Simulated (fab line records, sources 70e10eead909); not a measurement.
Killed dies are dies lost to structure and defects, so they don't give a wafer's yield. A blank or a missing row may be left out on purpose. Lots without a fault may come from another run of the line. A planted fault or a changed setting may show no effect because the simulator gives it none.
fab line records | flow nand_harc
record lots=6 wafers=18 last_day=33
route steps=1302 shown A_CHANNEL_HOLE_D1@465 A_CHANNEL_FILL_D1@490 END@1302
lots that met no fault: from a run of the same line without faults
start_h: hours from the record's first day to the start of the lot's first wafer shown | wait_h: hours since the lot's step before | " the same as in the row above | L1.1+2: a row that stands for several wafers | - no value, or no start given | * or withheld: withheld | < > ~ a bound
route shown NAME@n: a module of which the file shows steps, and the number in the route of the first | usual: mean/standard deviation of fault-free wafers | same: alike in all rows | chamber/n: place in a boat | sites: the reading at each site | _std_site: their standard deviation | _edge_site: outer sites' mean less inner sites' | radius_mm: how far each site lies from the wafer's centre | mask NAME#n: copy n | behind: the tool/chamber that last shaped the wafer | hold: why the lot was held/for how many hours/how that ended | device: the transistor (n, p or np) that didn't switch | end of line: the same wafers' tests at the end of the route | a step without rows: its recipe alone | killed: dies lost to structure and defects at the first sort, not the wafer's yield | map: a wafer's dies, x killed, . not, _ none there
set.NAME: the setting as run; set.NAME@STEP: as run at that earlier step | model.NAME: the simulator's own value behind a step, which no gauge read
lots at some steps of the route; a table a step, a row a wafer
services: from which hour (start_h, from the record's first day; less than 0 if before it) a tool's chamber was out of use, for how many hours, and why
## steps
# step NHARC_A_CHANNEL_HOLE_D1_DESCUM_15
# recipe time_s=3 o2_flow_sccm=200 ar_flow_sccm=0 bias_power_w=0 chemistry=O2
# step NHARC_A_CHANNEL_HOLE_D1_ETCH_38
# recipe target_depth_a=390 over_etch_frac=0.3 time_s=65 ion_energy_ev=80 cf4_flow_sccm=150 ar_flow_sccm=0 rf_w=300 bias_w=100 chemistry=CF4
# step NHARC_A_CHANNEL_HOLE_D1_ETCH_39
# recipe target_depth_a=2600 over_etch_frac=0.3 time_s=325 ion_energy_ev=200 n2_flow_sccm=150 h2_flow_sccm=150 ar_flow_sccm=0 rf_w=400 bias_w=150 chemistry=N2/H2
# usual drypump_motor_current_A=5.7/0.61 oes_product_au=1.001/0.006 rf_vpp_V=431.7/2.3 showerhead_plenum_p_Torr=2.09/0.08 throttle_valve_pct=14.171/0.0082
# columns lot.wafer tool chamber start_h wait_h drypump_motor_current_A oes_product_au rf_hours_counter_h rf_vpp_V showerhead_plenum_p_Torr throttle_valve_pct
L900.4 rie_diel-10 3 - - 5.1 0.997 15 434.9 2.17 14.172
L900.2 " 0 " " 6.4 1.003 14 430.2 2.09 14.167
L900.3 " 1 " " 5.1 0.994 14 432.7 2.13 14.161
L907.1 rie_diel-10 3 - - 5.0 0.997 2 433.5 2.17 14.180
L907.4 " 0 " " 6.4 0.997 2 431.2 2.08 14.156
L907.5 " 1 " " 5.1 1.005 - 431.6 2.13 14.157
L911.3 rie_diel-10 0 - - 6.4 0.992 6 431.4 2.08 14.179
L911.2 " 1 " " 5.1 1.004 5 431.9 2.13 14.171
L911.4 " 2 " " 6.5 0.995 5 431.9 2.10 14.162
L910.1 rie_diel-10 3 - - 5.0 1.002 6 434.5 2.17 14.171
L910.3 " 0 " " 6.4 1.006 6 432.7 2.08 14.182
L910.6 " 1 " " 5.1 1.018 - 433.6 2.13 14.162
L913.3 rie_diel-10 1 - - 5.1 1.003 7 433.1 2.13 14.165
L913.2 " 3 " " 5.1 1.009 7 433.7 2.17 14.177
L913.4 " 2 " " 6.4 0.991 - 431.8 2.10 14.174
L920.3 rie_diel-02 0 - - 5.2 0.990 3 428.3 1.95 14.181
L920.2 " 2 " " 5.7 0.997 3 431.0 2.08 14.177
L920.5 " 0 " " 5.2 1.001 - 427.9 1.95 14.160
# step NHARC_A_CHANNEL_HOLE_D1_ETCH_34
# recipe target_depth_a=1540 time_s=77 cf4_flow_sccm=100 chf3_flow_sccm=30 ar_flow_sccm=0 rf_w=500 bias_w=200 chemistry=CF4/CHF3
# usual drypump_motor_current_A=5.7/0.6 oes_product_au=0.941/0.022 rf_vpp_V=371.7/2.1 showerhead_plenum_p_Torr=1.61/0.056 throttle_valve_pct=16.803/0.0099
# columns lot.wafer tool chamber start_h wait_h drypump_motor_current_A oes_product_au rf_hours_counter_h rf_vpp_V showerhead_plenum_p_Torr throttle_valve_pct
L900.3 rie_diel-10 0 - - 6.4 0.927 14 371.3 1.61 16.806
L900.4 " 1 " " 5.1 0.915 14 370.8 1.64 16.822
L900.2 " 2 " " 6.5 0.912 14 372.1 1.62 16.813
L907.1 rie_diel-10 0 - - 6.4 0.918 2 370.4 1.61 16.801
L907.4 " 1 " " 5.1 0.923 2 373.3 1.64 16.805
L907.5 " 3 " " 5.0 0.924 - 374.2 1.66 16.800
L911.3 rie_diel-10 1 - - 5.1 0.933 5 372.4 1.64 16.812
L911.4 " 2 " " 6.5 0.924 5 372.7 1.61 16.801
L911.2 " 3 " " 5.1 0.931 6 373.2 1.66 16.803
L910.3 rie_diel-10 0 - - 6.4 0.921 6 371.9 1.60 16.800
L910.1 " 3 " " 5.0 0.919 6 372.5 1.66 16.797
L910.6 " 0 " " 6.4 0.927 - 370.8 1.60 16.799
L913.3 rie_diel-10 3 - - 5.0 0.929 7 372.2 1.66 16.789
L913.2 " 1 " " 5.1 0.931 7 372.9 1.64 16.805
L913.4 " 1 " " 5.1 0.928 - 373.1 1.64 16.818
L920.2 rie_diel-02 0 - - 5.3 0.966 3 368.7 1.51 16.800
L920.3 " 2 " " 5.7 0.957 3 371.7 1.60 16.801
L920.5 " 0 " " 5.2 0.967 - 367.8 1.51 16.793
# step NHARC_A_CHANNEL_HOLE_D1_ETCH_16
# recipe target_depth_a=31000 over_etch_frac=0.3 time_s=806 ion_energy_ev=150 o2_flow_sccm=400 cos_flow_sccm=20 ar_flow_sccm=0 rf_w=500 bias_w=300 chemistry=O2/COS
# step NHARC_A_CHANNEL_HOLE_D1_CD_MEAS_18
# usual cd_nm=99.5/1.6
# columns lot.wafer tool chamber start_h wait_h cd_nm
L900.2 cd_sem-02 - 218.00 - 98.9
L900.3 " - " " 99.0
L900.4 " - " " 96.6
L907.1 cd_sem-03 - 284.64 - 98.3
L907.4 " - " " 99.1
L907.5 " - " " 99.0
L911.2 cd_sem-01 - 323.18 - 97.4
L911.3 " - " " 100.2
L911.4 " - " " 99.0
L910.1 cd_sem-01 - 325.16 - 97.7
L910.3 " - " " 98.1
L910.6 " - " " 98.6
L913.2 cd_sem-02 - 336.42 - 97.4
L913.3 " - " " 99.9
L913.4 " - " " 97.8
L920.2 cd_sem-01 - 418.49 - 97.9
L920.3 " - " " 99.1
L920.5 " - " " 99.9
# step NHARC_A_CHANNEL_HOLE_D1_ETCH_19
# recipe bias_v=1200 source_w=2500 pressure_mtorr=15 time_s=34.5 ar_flow_sccm=375 c4f8_flow_sccm=28.8 o2_flow_sccm=96.2 temp_c=-20 target_depth_a=* chemistry=C4F8/O2/Ar
# usual c4f8_flow_sccm=28.80/0.087 drypump_motor_current_A=6.0/0.63 showerhead_plenum_p_Torr=3.73/0.064 throttle_valve_pct=37.037/0.0097
# columns lot.wafer tool chamber start_h wait_h c4f8_flow_sccm drypump_motor_current_A rf_hours_counter_h showerhead_plenum_p_Torr throttle_valve_pct
L900.2 har_etch-01 0 220.23 2.2 28.86 6.1 115 3.76 37.028
L900.4 " 1 " " 28.93 6.6 - 3.76 37.017
L900.3 " 0 " " 28.75 6.2 - 3.76 37.024
L907.1 har_etch-02 0 286.78 2.1 28.84 6.3 333 3.79 37.054
L907.4 " 0 " " 28.71 6.3 - 3.79 37.019
L907.5 " 1 " " 28.79 5.0 - 3.64 37.040
L911.2 har_etch-01 1 324.97 1.8 28.83 6.6 176 3.72 37.027
L911.3 " 0 " " 28.80 6.2 - 3.73 37.039
L911.4 " 1 " " 28.96 6.6 - 3.72 37.044
L910.1 har_etch-02 0 328.63 3.5 28.82 6.3 356 3.78 37.035
L910.3 " 0 " " 28.91 6.3 - 3.78 37.044
L910.6 " 1 " " 28.80 5.0 - 3.63 37.034
L913.2 har_etch-02 0 336.94 0.5 28.74 6.3 364 3.77 37.035
L913.3 " 1 " " 28.81 5.0 - 3.62 37.047
L913.4 " 0 " " 28.66 6.3 - 3.77 37.022
L920.2 har_etch-02 0 418.56 0.1 28.88 6.3 11 3.75 37.042
L920.3 " 1 " " 28.74 5.0 - 3.98 37.045
L920.5 " 0 " " 28.93 6.3 - 3.75 37.043
# step NHARC_A_CHANNEL_HOLE_D1_ETCH_20
# recipe bias_v=3000 source_w=withheld pressure_mtorr=20 time_s=361.9 ar_flow_sccm=375 c4f8_flow_sccm=89.3 o2_flow_sccm=35.7 temp_c=-20 target_depth_a=16000 chemistry=C4F8/O2/Ar
# step NHARC_A_CHANNEL_HOLE_D1_ETCH_21
# recipe bias_v=3000 source_w=withheld pressure_mtorr=20 time_s=514.3 ar_flow_sccm=375 c4f8_flow_sccm=89.3 o2_flow_sccm=35.7 temp_c=-20 target_depth_a=16000 chemistry=C4F8/O2/Ar
# usual c4f8_flow_sccm=89.3/0.31 drypump_motor_current_A=6.0/0.63 showerhead_plenum_p_Torr=3.69/0.061 throttle_valve_pct=32.155/0.0089
# columns lot.wafer tool chamber start_h wait_h c4f8_flow_sccm drypump_motor_current_A rf_hours_counter_h showerhead_plenum_p_Torr throttle_valve_pct
L900.2 har_etch-01 0 220.71 0.3 89.2 6.2 115 3.72 32.155
L900.4 " 1 " " 89.1 6.6 - 3.72 32.159
L900.3 " 0 " " 89.3 6.2 - 3.72 32.153
L907.1 har_etch-02 0 287.27 0.3 89.4 6.3 334 3.75 32.153
L907.4 " 0 " " 89.3 6.3 - 3.75 32.148
L907.5 " 1 " " 89.6 5.0 - 3.60 32.144
L911.2 har_etch-01 1 325.45 0.3 89.3 6.7 176 3.68 32.148
L911.3 " 0 " " 90.0 6.1 - 3.68 32.134
L911.4 " 1 " " 89.0 6.7 - 3.68 32.161
L910.1 har_etch-02 0 329.11 0.3 89.4 6.3 357 3.73 32.147
L910.3 " 0 " " 89.4 6.3 - 3.73 32.175
L910.6 " 1 " " 88.8 5.0 - 3.59 32.142
L913.2 har_etch-02 0 337.42 0.3 89.3 6.3 364 3.73 32.154
L913.3 " 1 " " 89.7 5.0 - 3.58 32.153
L913.4 " 0 " " 89.1 6.3 - 3.73 32.152
L920.2 har_etch-02 0 418.98 0.3 89.3 6.3 12 3.71 32.142
L920.3 " 1 " " 89.8 5.0 - 3.93 32.160
L920.5 " 0 " " 89.3 6.3 - 3.71 32.140
# step NHARC_A_CHANNEL_HOLE_D1_ETCH_22
# recipe bias_v=3000 source_w=withheld pressure_mtorr=20 time_s=666.7 ar_flow_sccm=375 c4f8_flow_sccm=89.3 o2_flow_sccm=35.7 temp_c=-20 target_depth_a=16000 chemistry=C4F8/O2/Ar
# step NHARC_A_CHANNEL_HOLE_D1_ETCH_23
# recipe bias_v=5000 source_w=withheld pressure_mtorr=20 time_s=819 ar_flow_sccm=375 c4f8_flow_sccm=89.3 o2_flow_sccm=35.7 temp_c=-20 target_depth_a=16000 chemistry=C4F8/O2/Ar
# step NHARC_A_CHANNEL_HOLE_D1_ETCH_24
# recipe bias_v=5000 source_w=withheld pressure_mtorr=20 time_s=906.2 ar_flow_sccm=375 c4f8_flow_sccm=93.8 o2_flow_sccm=31.2 temp_c=-20 target_depth_a=15000 chemistry=C4F8/O2/Ar
# step NHARC_A_CHANNEL_HOLE_D1_ETCH_25
# recipe bias_v=5000 source_w=withheld pressure_mtorr=20 time_s=1040.2 ar_flow_sccm=375 c4f8_flow_sccm=93.8 o2_flow_sccm=31.2 temp_c=-20 target_depth_a=15000 chemistry=C4F8/O2/Ar
# usual c4f8_flow_sccm=93.79/0.23 drypump_motor_current_A=6.0/0.63 showerhead_plenum_p_Torr=3.68/0.061 throttle_valve_pct=32.235/0.0093
# columns lot.wafer tool chamber start_h wait_h c4f8_flow_sccm drypump_motor_current_A rf_hours_counter_h showerhead_plenum_p_Torr throttle_valve_pct
L900.2 har_etch-01 0 223.27 0.7 94.01 6.2 117 3.71 32.221
L900.4 " 1 " " 93.65 6.7 - 3.71 32.227
L900.3 " 0 " " 93.83 6.1 - 3.71 32.243
L907.1 har_etch-02 0 289.80 0.7 93.49 6.3 336 3.74 32.234
L907.4 " 0 " " 93.89 6.3 - 3.74 32.234
L907.5 " 1 " " 93.88 5.0 - 3.59 32.230
L911.2 har_etch-01 1 328.00 0.7 94.26 6.7 179 3.68 32.232
L911.3 " 0 " " 93.83 6.2 - 3.68 32.223
L911.4 " 1 " " 93.73 6.6 - 3.68 32.234
L910.1 har_etch-02 0 331.66 0.7 93.81 6.3 359 3.73 32.232
L910.3 " 0 " " 93.33 6.3 - 3.73 32.220
L910.6 " 1 " " 94.12 5.0 - 3.58 32.233
L913.2 har_etch-02 0 339.97 0.7 93.58 6.3 367 3.72 32.241
L913.3 " 1 " " 93.64 5.0 - 3.58 32.231
L913.4 " 0 " " 93.71 6.3 - 3.72 32.239
L920.2 har_etch-02 0 421.46 0.6 93.82 6.3 14 3.70 32.238
L920.3 " 1 " " 93.97 5.0 - 3.92 32.245
L920.5 " 0 " " 93.77 6.3 - 3.70 32.238
# step NHARC_A_CHANNEL_HOLE_D1_ETCH_26
# recipe bias_v=300 source_w=2000 pressure_mtorr=30 time_s=224.1 ar_flow_sccm=375 c4f8_flow_sccm=11.4 o2_flow_sccm=113.6 temp_c=-20 target_depth_a=3000 chemistry=C4F8/O2/Ar
# step NHARC_A_CHANNEL_HOLE_D1_ETCH_33
# recipe bias_v=400 source_w=2000 pressure_mtorr=25 time_s=90 ar_flow_sccm=375 c4f8_flow_sccm=41.7 o2_flow_sccm=83.3 temp_c=-20 target_depth_a=4000 chemistry=C4F8/O2/Ar
# step NHARC_A_CHANNEL_HOLE_D1_STRIP_41
# recipe n2_flow_sccm=150 h2_flow_sccm=150 ar_flow_sccm=0 bias_w=0 chemistry=N2/H2
# step NHARC_A_CHANNEL_HOLE_D1_STRIP_42
# recipe cf4_flow_sccm=100 chf3_flow_sccm=30 ar_flow_sccm=0 bias_w=0 chemistry=CF4/CHF3
# step NHARC_A_CHANNEL_HOLE_D1_STRIP_43
# recipe o2_flow_sccm=400 cos_flow_sccm=20 ar_flow_sccm=0 bias_w=0 chemistry=O2/COS
# step NHARC_A_CHANNEL_HOLE_D1_ETCH_44
# recipe target_depth_a=1400 overetch_a=140 time_s=77 ion_energy_ev=100 cf4_flow_sccm=80 o2_flow_sccm=20 ar_flow_sccm=0 rf_w=300 bias_w=100 chemistry=CF4/O2
# step NHARC_A_CHANNEL_HOLE_D1_STRIP_27
# recipe o2_flow_sccm=500 ar_flow_sccm=0 bias_w=0 chemistry=O2
# step NHARC_A_CHANNEL_HOLE_D1_PRECLEAN_28
# recipe time_s=* temp_c=50 bath_age_min=0 chemistry=SC1
# step NHARC_A_CHANNEL_HOLE_D1_SRD_29
# step NHARC_A_CHANNEL_HOLE_D1_CD_MEAS_30
# usual cd_nm=90.1/0.88
# columns lot.wafer tool chamber start_h wait_h cd_nm
L900.2 cd_sem-03 - 225.75 - 88.8
L900.3 " - " " 89.3
L900.4 " - " " 89.1
L907.1 cd_sem-03 - 292.27 - 91.0
L907.4 " - " " 89.7
L907.5 " - " " 91.4
L911.2 cd_sem-02 - 330.48 - 90.2
L911.3 " - " " 90.6
L911.4 " - " " 90.9
L910.1 cd_sem-02 - 334.12 - 91.5
L910.3 " - " " 91.3
L910.6 " - " " 90.6
L913.2 cd_sem-02 - 342.44 - 90.6
L913.3 " - " " 90.0
L913.4 " - " " 90.0
L920.2 cd_sem-02 - 424.13 - 88.0
L920.3 " - " " 90.0
L920.5 " - " " 90.4
# step NHARC_A_CHANNEL_HOLE_D1_XSEM_31
# recipe landing_energy_ev=35000
# usual bot_cd_nm=74.6/1 bow_nm=8.5/0.31 tilt_deg=0.07/0.046
# columns lot.wafer tool chamber start_h wait_h bot_cd_nm bow_nm tilt_deg
L900.2 xsem-02 0 225.84 0.1 72.4 8.0 0.07
L900.3 " 0 " " 73.6 8.1 0.07
L900.4 " 0 " " 72.6 8.0 0.07
L907.1 xsem-01 0 292.35 0.1 75.5 8.7 0.03
L907.4 " 0 " " 74.0 8.7 0.04
L907.5 " 0 " " 75.1 8.7 0.03
L911.2 xsem-02 0 330.58 0.1 73.8 8.8 0.11
L911.3 " 0 " " 74.4 8.8 0.11
L911.4 " 0 " " 74.6 8.8 0.10
L910.1 xsem-01 0 334.20 0.1 75.5 9.3 0.08
L910.3 " 0 " " 75.6 9.3 0.08
L910.6 " 0 " " 74.9 9.2 0.09
L913.2 xsem-02 0 342.53 0.1 75.8 8.7 0.05
L913.3 " 0 " " 74.0 8.7 0.05
L913.4 " 0 " " 74.1 8.6 0.05
L920.2 xsem-01 0 424.22 0.1 72.2 7.9 0.04
L920.3 " 0 " " 74.7 8.0 0.04
L920.5 " 0 " " 74.3 7.9 0.04
# step NHARC_A_CHANNEL_HOLE_D1_INSPECT_40
# usual raw_defect_count=71/26
# columns lot.wafer tool chamber start_h wait_h raw_defect_count
L900.2 defect_inspect-01 - 225.93 - 43
L900.3 " - " " 32
L900.4 " - " " 49
L907.1 defect_inspect-02 - 292.45 - 81
L907.4 " - " " 87
L907.5 " - " " 103
L911.2 defect_inspect-02 - 330.67 - 47
L911.3 " - " " 48
L911.4 " - " " 56
L910.1 defect_inspect-02 - 334.30 - 416
L910.3 " - " " 403
L910.6 " - " " 390
L913.2 defect_inspect-02 - 342.63 - 422
L913.3 " - " " 406
L913.4 " - " " 431
L920.2 defect_inspect-02 - 424.32 - 60
L920.3 " - " " 43
L920.5 " - " " 33
# step NHARC_A_CHANNEL_FILL_D1_PRECLEAN_00
# recipe time_s=* temp_c=50 bath_age_min=0 chemistry=SC1
# step NHARC_END_SORT_01
# recipe temp_c=25
# usual killed_at_array=54/16 killed_at_other=0.6/0.86 killed_at_periphery=3.8/2.6 killed_dies=58/16 killed_open=3.3/1.8 killed_short=2.7/1.7
# same gross_dies=677
# columns lot.wafer tool chamber start_h wait_h killed_at_array killed_at_other killed_at_periphery killed_dies killed_open killed_short
L900.2 prober-02 0 613.32 2.8 40 0 4 44 3 0
L900.3 prober-02 0 614.11 3.1 50 0 6 56 3 1
L900.4 prober-02 0 614.91 3.4 50 0 2 52 1 6
L907.1 prober-02 0 662.79 2.5 53 0 2 55 3 4
L907.4 prober-02 0 665.21 3.4 50 0 1 51 3 3
L907.5 prober-02 0 666.02 3.7 43 1 2 46 6 2
L911.2 prober-02 0 701.60 2.8 49 0 5 54 2 2
L911.3 prober-02 0 702.40 3.1 34 0 13 47 7 3
L911.4 prober-02 0 703.20 3.4 43 0 6 49 3 3
L910.1 prober-02 0 708.66 2.5 90 0 3 93 3 1
L910.3 prober-02 0 710.24 3.1 96 1 4 101 4 3
L910.6 prober-02 0 712.61 4.0 88 0 3 91 6 2
L913.2 prober-01 0 709.37 2.8 107 1 5 113 6 4
L913.3 prober-01 0 710.18 3.1 111 0 2 113 3 3
L913.4 prober-01 0 710.98 3.4 115 0 2 117 4 2
L920.2 prober-02 0 788.40 2.8 47 1 7 55 4 4
L920.3 prober-02 0 789.22 3.1 47 0 1 48 4 2
L920.5 prober-02 0 790.85 3.8 46 0 3 49 1 0
# killed by level:class
L900.2 A_CHANNEL_HOLE_D2:chamber_film_flake=30 P_STI:chamber_film_flake=3 A_STAIRCASE:chamber_film_flake=3 A_CONTACT:chamber_film_flake=3 P_M0:geometric_particle:open=1 A_ONON_D1:geometric_particle:open=1 A_CHANNEL_FILL_D2:chamber_film_flake=1 A_M1:geometric_particle:open=1
L900.3 A_CHANNEL_HOLE_D2:chamber_film_flake=30 P_STI:chamber_film_flake=5 A_CONTACT:chamber_film_flake=5 A_CHANNEL_HOLE_D1:chamber_film_flake=4 A_STAIRCASE:chamber_film_flake=3 A_WL_FILL:chamber_film_flake=2 A_M0:chamber_film_flake=2 P_M0:geometric_particle:short=1
L900.4 A_CHANNEL_HOLE_D2:chamber_film_flake=32 A_SLIT:chamber_film_flake=3 A_CONTACT:chamber_film_flake=3 A_CHANNEL_HOLE_D1:geometric_particle:short=2 A_STAIRCASE:chamber_film_flake=2 A_M0:chamber_film_flake=2 P_STI:geometric_particle:short=1 P_M0:geometric_particle:open=1
L907.1 A_CHANNEL_HOLE_D1:chamber_film_flake=36 A_STAIRCASE:chamber_film_flake=5 A_M1:geometric_particle:open=2 A_CHANNEL_FILL_D2:chamber_film_flake=2 A_CONTACT:chamber_film_flake=2 P_GATE:geometric_particle:open=1 A_ONON_D1:geometric_particle:short=1 A_CHANNEL_FILL_D1:geometric_particle:short=1
L907.4 A_CHANNEL_HOLE_D1:chamber_film_flake=32 A_STAIRCASE:chamber_film_flake=4 A_CHANNEL_HOLE_D2:chamber_film_flake=3 A_CONTACT:chamber_film_flake=3 P_CONTACT:geometric_particle:open=1 A_ONON_D1:geometric_particle:short=1 A_CHANNEL_FILL_D1:geometric_particle:open=1 A_CHANNEL_FILL_D2:geometric_particle:short=1
L907.5 A_CHANNEL_HOLE_D1:chamber_film_flake=32 A_STAIRCASE:chamber_film_flake=2 A_CONTACT:chamber_film_flake=2 P_CONTACT:geometric_particle:open=1 P_M2:geometric_particle:open=1 A_ONON_D1:geometric_particle:open=1 A_ONON_D1:geometric_particle:short=1 A_STAIRCASE:geometric_particle:open=1
L911.2 A_SLIT:chamber_film_flake=27 A_STAIRCASE:chamber_film_flake=8 A_CHANNEL_HOLE_D1:chamber_film_flake=5 P_GATE:chamber_film_flake=4 A_CONTACT:chamber_film_flake=2 A_DECK1_JOINT:geometric_particle:open=1 A_ONON_D2:geometric_particle:open=1 A_CHANNEL_FILL_D2:geometric_particle:short=1
L911.3 A_SLIT:chamber_film_flake=16 P_GATE:chamber_film_flake=9 A_CHANNEL_HOLE_D1:chamber_film_flake=5 A_CONTACT:chamber_film_flake=3 P_GATE:geometric_particle:open=2 P_GATE:geometric_particle:short=1 A_ONON_D1:geometric_particle:open=1 A_ONON_D2:geometric_particle:open=1
L911.4 A_SLIT:chamber_film_flake=22 A_CHANNEL_HOLE_D1:chamber_film_flake=6 P_GATE:chamber_film_flake=4 A_STAIRCASE:chamber_film_flake=3 A_CONTACT:chamber_film_flake=2 A_M1:chamber_film_flake=2 P_M1:geometric_particle:short=1 A_ONON_D1:geometric_particle:open=1
L910.1 A_CHANNEL_HOLE_D1:unspecified=60 A_CHANNEL_HOLE_D1:chamber_film_flake=18 A_CONTACT:chamber_film_flake=4 A_STAIRCASE:chamber_film_flake=2 P_M1:geometric_particle:open=1 A_SOURCE_PLATE:geometric_particle:open=1 A_CHANNEL_FILL_D1:geometric_particle:open=1 A_M1:geometric_particle:short=1
L913.2 A_CHANNEL_HOLE_D1:unspecified=63 A_SLIT:chamber_film_flake=14 A_CHANNEL_HOLE_D2:chamber_film_flake=7 A_CHANNEL_HOLE_D1:chamber_film_flake=6 A_STAIRCASE:chamber_film_flake=4 A_CONTACT:chamber_film_flake=3 P_CONTACT:geometric_particle:open=2 A_WL_FILL:geometric_particle:short=2
L913.3 A_CHANNEL_HOLE_D1:unspecified=60 A_CHANNEL_HOLE_D1:chamber_film_flake=11 A_SLIT:chamber_film_flake=10 A_CHANNEL_HOLE_D2:chamber_film_flake=9 A_STAIRCASE:chamber_film_flake=5 A_WL_FILL:chamber_film_flake=3 A_CONTACT:chamber_film_flake=3 A_DECK1_JOINT:chamber_film_flake=2
L910.3 A_CHANNEL_HOLE_D1:unspecified=65 A_CHANNEL_HOLE_D1:chamber_film_flake=13 A_STAIRCASE:chamber_film_flake=4 P_GATE:chamber_film_flake=2 A_SLIT:chamber_film_flake=2 A_CHANNEL_FILL_D1:chamber_film_flake=2 A_CONTACT:chamber_film_flake=2 P_CONTACT:geometric_particle:open=1
L913.4 A_CHANNEL_HOLE_D1:unspecified=68 A_CHANNEL_HOLE_D1:chamber_film_flake=11 A_CHANNEL_HOLE_D2:chamber_film_flake=10 A_SLIT:chamber_film_flake=10 A_STAIRCASE:chamber_film_flake=4 A_M0:geometric_particle:open=2 A_M1:chamber_film_flake=2 A_WL_FILL:chamber_film_flake=2
L910.6 A_CHANNEL_HOLE_D1:unspecified=53 A_CHANNEL_HOLE_D1:chamber_film_flake=14 A_SLIT:chamber_film_flake=5 A_CHANNEL_FILL_D2:chamber_film_flake=3 A_BLC:geometric_particle:open=2 A_STAIRCASE:chamber_film_flake=2 A_CONTACT:chamber_film_flake=2 P_GATE:geometric_particle:open=1
L920.2 A_CHANNEL_HOLE_D2:chamber_film_flake=19 A_CONTACT:chamber_film_flake=8 A_SLIT:chamber_film_flake=7 P_ZERO_WELL:chamber_film_flake=3 A_STAIRCASE:chamber_film_flake=3 A_CHANNEL_FILL_D1:geometric_particle:open=2 A_CHANNEL_HOLE_D2:geometric_particle:open=2 P_GATE:chamber_film_flake=2
L920.3 A_CHANNEL_HOLE_D2:chamber_film_flake=21 A_SLIT:chamber_film_flake=11 A_CONTACT:chamber_film_flake=5 A_STAIRCASE:chamber_film_flake=2 P_M0:geometric_particle:open=1 A_ONON_D1:geometric_particle:open=1 A_CHANNEL_HOLE_D1:geometric_particle:short=1 A_CHANNEL_FILL_D1:geometric_particle:open=1
L920.5 A_CHANNEL_HOLE_D2:chamber_film_flake=22 A_SLIT:chamber_film_flake=12 A_CONTACT:chamber_film_flake=7 P_M0:chamber_film_flake=2 A_CHANNEL_HOLE_D1:chamber_film_flake=2 A_M0:geometric_particle:open=1 P_GATE:chamber_film_flake=1 A_STAIRCASE:chamber_film_flake=1
# map L910.3 (x killed, . not)
____________.____________
_________......._________
_______..........._______
______.............______
_____...........x..._____
____.................____
____.....x...........____
___...................___
___...................___
__.....................__
__...................x.__
_......................._
_......................._
_..................x...._
_...x..................._
_....................x.._
.........................
.........x...............
............xx...........
.............x..x.....x.x
...........x.xxxxx..x....
_....x.......xxx........_
_..........xxxxxxx.x...._
_..........xxxxxxxx....._
_........xxxxxxxxxx....._
_.........xxxxxxxx......_
__.........xxxxxxx..x..__
__.........xxxxxxxx....__
___...x.x...xxxxxx....___
___....xx...xxxxx.x...___
____........xxxxx.x..____
____.x.......x.......____
_____.........x....._____
______.............______
_______.....x....._______
_________.....x._________
____________.____________
# map L913.4 (x killed, . not)
____________.____________
_________x......_________
_______..........._______
______.............______
_____..............._____
____.................____
____...............x.____
___...................___
___...................___
__.....................__
__.....................__
_......................._
_.......x..............._
_....................x.._
_......................._
_.............x......x.._
..............x..........
.x..........x.....x......
...............x.........
..........xx.x...........
..x.........xxxxx........
_...........xxxx..xx...._
_..........xxxxxxx......_
_..........xxxxxxx.x...._
_........xxxxxxxxxx....._
_..........xxxxxxxx....._
__.........xxxxxx.x....__
__.........xxxxxxx.....__
___........xxxxxxxx.x.___
___.........xxxxx.xxx.___
____........xxxx.xxxx____
____.......x.xx..xxxx____
_____........xx.xxxx_____
______x.........xxx______
_______..........x_______
_________.x....._________
____________.____________
## services
# columns tool chamber start_h hours kind
rie_diel-10 0 197.20 - clean
rie_diel-10 1 197.20 - clean
rie_diel-02 - 217.54 9.0 pm
har_etch-02 - 222.22 0.6 repair
rie_diel-10 - 242.62 9.0 pm
har_etch-02 0 243.02 - consumable_replace:focus_ring
har_etch-02 0 243.02 17.0 scheduled_down
har_etch-02 0 243.02 17.0 vent_cycle
rie_diel-10 2 279.15 2.6 repair
har_etch-02 - 309.72 2.8 repair
rie_diel-10 0 334.48 1.4 repair
rie_diel-02 3 365.74 8.2 repair
xsem-01 - 374.00 14.0 pm
har_etch-02 - 384.03 17.0 pm
har_etch-02 0 384.03 17.0 vent_cycle
har_etch-02 1 384.03 17.0 vent_cycle
rie_diel-02 - 394.62 9.0 pm
har_etch-02 0 401.03 - clean
har_etch-02 0 401.03 - consumable_replace:focus_ring
har_etch-02 1 401.03 - clean
har_etch-02 1 401.03 - consumable_replace:focus_ring
har_etch-02 1 401.03 - consumable_replace:showerhead
rie_diel-10 3 402.48 2.8 repair
rie_diel-10 - 419.62 9.0 pm
## key
first_sign step=NHARC_A_CHANNEL_HOLE_D1_INSPECT_40 reading=raw_defect_count direction=up sigmas=13 usual=71 struck=411
effect step=NHARC_END_SORT_01 reading=killed_at_array direction=up sigmas=3 usual=54 struck=101 wafers_moved=5
more_kills_born_at NHARC_A_CHANNEL_HOLE_D1_ETCH_25@har_etch-02=236
met_at NHARC_A_CHANNEL_HOLE_D1_ETCH_25
struck_wafers L910.1,L910.3,L910.6,L913.2,L913.3,L913.4
tester_left_out L910,L913
onset_between 289.80 331.66
also_fits NHARC_A_CHANNEL_HOLE_D1_ETCH_39:rie_diel-10,NHARC_A_CHANNEL_HOLE_D1_ETCH_34:rie_diel-10
fault kind=chamber_particle_source tool=har_etch-02 chamber=- onset_h=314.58 steps=NHARC_A_CHANNEL_HOLE_D1_ETCH_25 rate_per_visit_cm2=0.48673 end_h=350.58
# tester_left_out: of these lots the tester's yield and bins aren't shown, on N5 and GAA mostly nor the transistor test; their killed dies are dies lost to structure and defects alone, not to doping, threshold or leakage, so they don't give the yield
